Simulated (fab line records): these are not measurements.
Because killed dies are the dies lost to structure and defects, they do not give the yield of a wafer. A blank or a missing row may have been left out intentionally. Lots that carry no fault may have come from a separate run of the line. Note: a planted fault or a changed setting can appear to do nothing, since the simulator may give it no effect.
The tool behind it: which one? ; flow nand_harc ; 18 wafers from 6 lots sampled at 2 of the route's 1302 steps

== WHAT EACH GAUGE READ, for each wafer ==
NHARC_A_SLIT_CD_MEAS_21.
lot;measured;on;cd_nm (nm)
L288;day 21 19:41;cd_sem-03;288.9 289.4 291.0
L295;day 25 00:44;cd_sem-01;289.2 288.3 288.1
L298;day 26 07:20;cd_sem-02;289.4 288.7 290.5
L302;day 27 06:05;cd_sem-01;288.1 289.3 288.3
L305;day 28 10:56;cd_sem-01;288.3 289.9 288.1
L306;day 29 00:17;cd_sem-03;291.6 289.2 288.9

== EACH LOT AND THE TOOL THAT RAN IT (in order: tool; ch and the chambers of the sampled wafers; start) ==
lot;NHARC_A_SLIT_ETCH_17
L288;har_etch-02 ch 0,1, day 21 16:24
L295;har_etch-01 ch 0,1, day 24 20:50
L298;har_etch-02 ch 0,1, day 26 03:29
L302;har_etch-01 ch 0,1, day 27 01:01
L305;har_etch-02 ch 0,1, day 28 05:52
L306;har_etch-01 ch 0,1, day 28 19:16
- NHARC_A_SLIT_ETCH_17: etches the open film in C4F8/O2/Ar, time 4254.5 s, target depth 20300 nm.

== THE ANSWER, worked out from the rows above alone ==
Rule: usual is defined by the lots themselves. The widest of any qualifying gaps counts: lots, ordered by their means at a reading, are off when they make up no more than a third of the lots, leave a main group of 4 or more, and stand apart from it by 3 or more times the standard deviation of that group's means. If all means in a main group match to the digits the tables above print for the reading, that group is not used. Also off: a lot with no number at a reading for which 4 or more lots have one. The other lots that the step has rows for count as sound.
No lot is off at any reading shown: from this, nothing can be told.

== WHAT WAS PUT IN BY THE SIMULATOR ==
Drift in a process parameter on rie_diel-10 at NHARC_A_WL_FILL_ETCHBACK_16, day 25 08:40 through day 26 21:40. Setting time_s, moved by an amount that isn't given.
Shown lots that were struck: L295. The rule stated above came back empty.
